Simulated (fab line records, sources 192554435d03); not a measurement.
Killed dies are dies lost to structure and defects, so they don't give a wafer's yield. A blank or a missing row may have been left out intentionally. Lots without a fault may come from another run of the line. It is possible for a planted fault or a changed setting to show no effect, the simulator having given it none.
Matching of chambers :: flow n5-finfet :: 4 sister chambers for N5_DUMMY_GATE_ETCH_29 on rie-diel-05
The step etches underlayer in N2/H2, target depth 13 nm. 24 wafers are shown with their chamber, then 12 later ones without.

## WAFERS, EACH WITH ITS CHAMBER
wafer: L074.1
chamber: 0
drypump-motor-current-A (A): 6.7
showerhead-plenum-p-Torr (Torr): 2.42
throttle-valve-pct (%): 18.18

wafer: L074.3
chamber: 1
drypump-motor-current-A (A): 6.7
showerhead-plenum-p-Torr (Torr): 2.44
throttle-valve-pct (%): 17.96

wafer: L074.5
chamber: 2
drypump-motor-current-A (A): 5.3
showerhead-plenum-p-Torr (Torr): 2.64
throttle-valve-pct (%): 17.86

wafer: L077.2
chamber: 2
drypump-motor-current-A (A): 5.3
showerhead-plenum-p-Torr (Torr): 2.64
throttle-valve-pct (%): 17.89

wafer: L077.4
chamber: 0
drypump-motor-current-A (A): 6.7
showerhead-plenum-p-Torr (Torr): 2.41
throttle-valve-pct (%): 18.17

wafer: L077.5
chamber: 1
drypump-motor-current-A (A): 6.7
showerhead-plenum-p-Torr (Torr): 2.44
throttle-valve-pct (%): 17.95

wafer: L078.1
chamber: 1
drypump-motor-current-A (A): 6.7
showerhead-plenum-p-Torr (Torr): 2.44
throttle-valve-pct (%): 17.94

wafer: L078.3
chamber: 0
drypump-motor-current-A (A): 6.7
showerhead-plenum-p-Torr (Torr): 2.41
throttle-valve-pct (%): 18.18

wafer: L078.5
chamber: 3
drypump-motor-current-A (A): 4.9
showerhead-plenum-p-Torr (Torr): 2.41
throttle-valve-pct (%): 18.24

wafer: L079.1
chamber: 1
drypump-motor-current-A (A): 6.7
showerhead-plenum-p-Torr (Torr): 2.44
throttle-valve-pct (%): 17.95

wafer: L079.2
chamber: 3
drypump-motor-current-A (A): 5.0
showerhead-plenum-p-Torr (Torr): 2.41
throttle-valve-pct (%): 18.27

wafer: L079.6
chamber: 1
drypump-motor-current-A (A): 6.7
showerhead-plenum-p-Torr (Torr): 2.44
throttle-valve-pct (%): 17.96

wafer: L080.2
chamber: 3
drypump-motor-current-A (A): 4.9
showerhead-plenum-p-Torr (Torr): 2.41
throttle-valve-pct (%): 18.28

wafer: L080.3
chamber: 0
drypump-motor-current-A (A): 6.7
showerhead-plenum-p-Torr (Torr): 2.41
throttle-valve-pct (%): 18.18

wafer: L080.4
chamber: 2
drypump-motor-current-A (A): 5.3
showerhead-plenum-p-Torr (Torr): 2.64
throttle-valve-pct (%): 17.87

wafer: L081.2
chamber: 3
drypump-motor-current-A (A): 4.9
showerhead-plenum-p-Torr (Torr): 2.41
throttle-valve-pct (%): 18.27

wafer: L081.3
chamber: 0
drypump-motor-current-A (A): 6.7
showerhead-plenum-p-Torr (Torr): 2.41
throttle-valve-pct (%): 18.22

wafer: L081.5
chamber: 2
drypump-motor-current-A (A): 5.3
showerhead-plenum-p-Torr (Torr): 2.63
throttle-valve-pct (%): 17.89

wafer: L085.2
chamber: 2
drypump-motor-current-A (A): 5.3
showerhead-plenum-p-Torr (Torr): 2.63
throttle-valve-pct (%): 17.91

wafer: L085.4
chamber: 1
drypump-motor-current-A (A): 6.7
showerhead-plenum-p-Torr (Torr): 2.43
throttle-valve-pct (%): 18.01

wafer: L085.6
chamber: 0
drypump-motor-current-A (A): 6.7
showerhead-plenum-p-Torr (Torr): 2.41
throttle-valve-pct (%): 18.21

wafer: L087.1
chamber: 0
drypump-motor-current-A (A): 6.7
showerhead-plenum-p-Torr (Torr): 2.40
throttle-valve-pct (%): 18.23

wafer: L087.2
chamber: 2
drypump-motor-current-A (A): 5.3
showerhead-plenum-p-Torr (Torr): 2.63
throttle-valve-pct (%): 17.93

wafer: L087.3
chamber: 1
drypump-motor-current-A (A): 6.7
showerhead-plenum-p-Torr (Torr): 2.43
throttle-valve-pct (%): 18.00

SIGNATURES (means of the wafers above)
reading: drypump-motor-current-A
chamber 0: 6.700
chamber 1: 6.700
chamber 2: 5.300
chamber 3: 4.925
scatter within a chamber: 0.0194

reading: showerhead-plenum-p-Torr
chamber 0: 2.4100
chamber 1: 2.4371
chamber 2: 2.6350
chamber 3: 2.4100
scatter within a chamber: 0.00496

reading: throttle-valve-pct
chamber 0: 18.1957
chamber 1: 17.9671
chamber 2: 17.8917
chamber 3: 18.2650
scatter within a chamber: 0.0244
Rule: a wafer's distance from a chamber is the root of the sum, over the readings, of the square of ((its reading less the chamber's mean) divided by the reading's scatter). The wafer belongs to the nearest chamber; if the next one is less than 2 further off, it can't be placed. The scatter: the root of (the sum of the squares of (reading less its chamber's mean) over the shown wafers, divided by (wafers less chambers)).

## WAFERS WITHOUT THEIR CHAMBER
wafer: L088.2
drypump-motor-current-A (A): 6.7
showerhead-plenum-p-Torr (Torr): 2.40
throttle-valve-pct (%): 18.20

wafer: L088.3
drypump-motor-current-A (A): 4.9
showerhead-plenum-p-Torr (Torr): 2.73
throttle-valve-pct (%): 17.83

wafer: L088.5
drypump-motor-current-A (A): 5.3
showerhead-plenum-p-Torr (Torr): 2.63
throttle-valve-pct (%): 17.92

wafer: L091.1
drypump-motor-current-A (A): 5.3
showerhead-plenum-p-Torr (Torr): 2.63
throttle-valve-pct (%): 17.92

wafer: L091.2
drypump-motor-current-A (A): 6.7
showerhead-plenum-p-Torr (Torr): 2.40
throttle-valve-pct (%): 18.23

wafer: L091.3
drypump-motor-current-A (A): 4.9
showerhead-plenum-p-Torr (Torr): 2.73
throttle-valve-pct (%): 17.84

wafer: L095.2
drypump-motor-current-A (A): 6.7
showerhead-plenum-p-Torr (Torr): 2.43
throttle-valve-pct (%): 18.03

wafer: L095.5
drypump-motor-current-A (A): 4.9
showerhead-plenum-p-Torr (Torr): 2.72
throttle-valve-pct (%): 17.87

wafer: L095.6
drypump-motor-current-A (A): 6.7
showerhead-plenum-p-Torr (Torr): 2.40
throttle-valve-pct (%): 18.24

wafer: L097.1
drypump-motor-current-A (A): 6.7
showerhead-plenum-p-Torr (Torr): 2.42
throttle-valve-pct (%): 18.03

wafer: L097.3
drypump-motor-current-A (A): 5.3
showerhead-plenum-p-Torr (Torr): 2.62
throttle-valve-pct (%): 17.94

wafer: L097.6
drypump-motor-current-A (A): 6.7
showerhead-plenum-p-Torr (Torr): 2.42
throttle-valve-pct (%): 18.05

## EACH ONE'S CHAMBER
wafer: L088.2
from the rows above: 0
in truth: 0

wafer: L088.3
from the rows above: 2
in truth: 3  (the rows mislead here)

wafer: L088.5
from the rows above: 2
in truth: 2

wafer: L091.1
from the rows above: 2
in truth: 2

wafer: L091.2
from the rows above: 0
in truth: 0

wafer: L091.3
from the rows above: 2
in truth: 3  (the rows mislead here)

wafer: L095.2
from the rows above: 1
in truth: 1

wafer: L095.5
from the rows above: 2
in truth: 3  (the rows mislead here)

wafer: L095.6
from the rows above: 0
in truth: 0

wafer: L097.1
from the rows above: 1
in truth: 1

wafer: L097.3
from the rows above: 2
in truth: 2

wafer: L097.6
from the rows above: can't be placed: 1 or 0
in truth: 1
Placed correctly: 8 of 12. Not placeable from these rows: 1 (in 1, the candidates include the true chamber). Placed wrongly: 3.
